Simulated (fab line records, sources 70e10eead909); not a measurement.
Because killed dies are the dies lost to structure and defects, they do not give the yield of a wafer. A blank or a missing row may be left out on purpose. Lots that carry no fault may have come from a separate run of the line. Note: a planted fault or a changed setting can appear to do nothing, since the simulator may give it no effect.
A lot that was struck, set against a sound lot / flow nand_harc / 15 out of 1159 route steps
Sound: these wafers, L818.3, L818.4, L818.5. Struck: wafer L831.5 (left out: L831.2, L831.4 of the same lot, which were not struck); the cause appears at the end.
Per side, at each step with rows, come the tool, then ch with its chambers, and then its first start. Under that, the readings that differ: sound wafers / struck wafers / difference of the means / sigmas: that difference in standard deviations of wafers without a fault.
alike: readings with means less than 2 such deviations apart, plus words and numbers identical on both sides. not compared: withheld readings, readings lacking a value on some wafer, bounds such as >300 that could conceal the same value, and numbers that have no deviation in the record and whose values overlap.
A row with sigmas, a row that says differs or no value, or rows on one side alone: a step with any of these is where the two part. When numbers do not overlap yet have no deviation, they are printed without sigmas and do not part them. A reading that every wafer of one side lacks parts them only if that side has two wafers or more.

first, 6 steps without rows for these wafers: NHARC_P_CONTACT_COAT_06 (resist thk 90 nm); NHARC_P_CONTACT_SOFTBAKE_07 (time 55 s); NHARC_P_CONTACT_EBR_08; NHARC_P_CONTACT_EXPOSE_09 (exposes mask P CA, target cd 90 nm); NHARC_P_CONTACT_PEB_10 (peb time 65 s); NHARC_P_CONTACT_DEVELOP_11 (develop time 35 s).
NHARC_P_CONTACT_CD_MEAS_12: the cd target is 90 nm.
  sound on cd_sem-03 ch 0, day 6 02:32; struck on cd_sem-02 ch 0, day 9 06:44
  alike: cd_nm
NHARC_P_CONTACT_OVL_MEAS_13:
  sound on overlay-01, day 6 02:37; struck on overlay-02, day 9 06:49
  alike: overlay_x_nm, overlay_y_nm
NHARC_P_CONTACT_INSPECT_14:
  sound on defect_inspect-01, day 6 02:40; struck on defect_inspect-02, day 9 06:52
  alike: raw_defect_count
NHARC_P_CONTACT_DESCUM_17: chemistry O2, time 3 s.
  sound on rie_diel-06 ch 0,2, day 6 02:43; struck on rie_diel-06 ch 0, day 9 06:56
reading=rf_vpp_V (V); sound=56.9 56.5 56.4; struck=59.4; difference=+2.8; sigmas=+3
  alike: drypump_motor_current_A, oes_product_au, showerhead_plenum_p_Torr, throttle_valve_pct
  not compared: rf_hours_counter_h
NHARC_P_CONTACT_ETCH_35: etches the open film in CF4, target depth 39 nm, time 65 s.
  sound on rie_diel-06 ch 1,2,3, day 6 02:49; struck on rie_diel-06 ch 3, day 9 07:01
  alike: drypump_motor_current_A, oes_product_au, rf_vpp_V, run_length_s, showerhead_plenum_p_Torr, throttle_valve_pct
  not compared: rf_hours_counter_h
NHARC_P_CONTACT_ETCH_36: etches the open film in N2/H2, target depth 260 nm, time 406.25 s.
  sound on rie_diel-06 ch 0,1,3; struck on rie_diel-06 ch 3
reading=oes_product_au (a.u.); sound=1.014 0.975 1.003; struck=0.973; difference=-0.024; sigmas=-2
  alike: drypump_motor_current_A, rf_vpp_V, run_length_s, showerhead_plenum_p_Torr, throttle_valve_pct
  not compared: rf_hours_counter_h
NHARC_P_CONTACT_ETCH_18: etches the open film in C4F8/O2/Ar, target depth 481 nm, time 240.5 s.
  sound on rie_diel-06 ch 1,2, day 6 03:13; struck on rie_diel-06 ch 1, day 9 07:24
reading=run_length_s (s); sound=262.9 261.5 261.5; struck=196.0; difference=-66.0; sigmas=-99 or more
  alike: oes_product_au, rf_vpp_V
  not compared: rf_hours_counter_h
then, 1 step without rows for these wafers: NHARC_P_CONTACT_STRIP_37 (strips in C4F8/O2/Ar).
-- break in the record here, with 14 days between the starts of the struck wafers on either side (left off in module P_CONTACT, picked up again in module END, where the first step shown is number 1159 on the route) --
NHARC_END_SORT_01:
  the record has rows for the struck wafers here (prober-02 ch 0, day 23 15:34) and none for the sound ones

## WHERE THEY PART
At NHARC_P_CONTACT_DESCUM_17 first; at NHARC_END_SORT_01 last (within this record only).

WHY: what the simulator had put in
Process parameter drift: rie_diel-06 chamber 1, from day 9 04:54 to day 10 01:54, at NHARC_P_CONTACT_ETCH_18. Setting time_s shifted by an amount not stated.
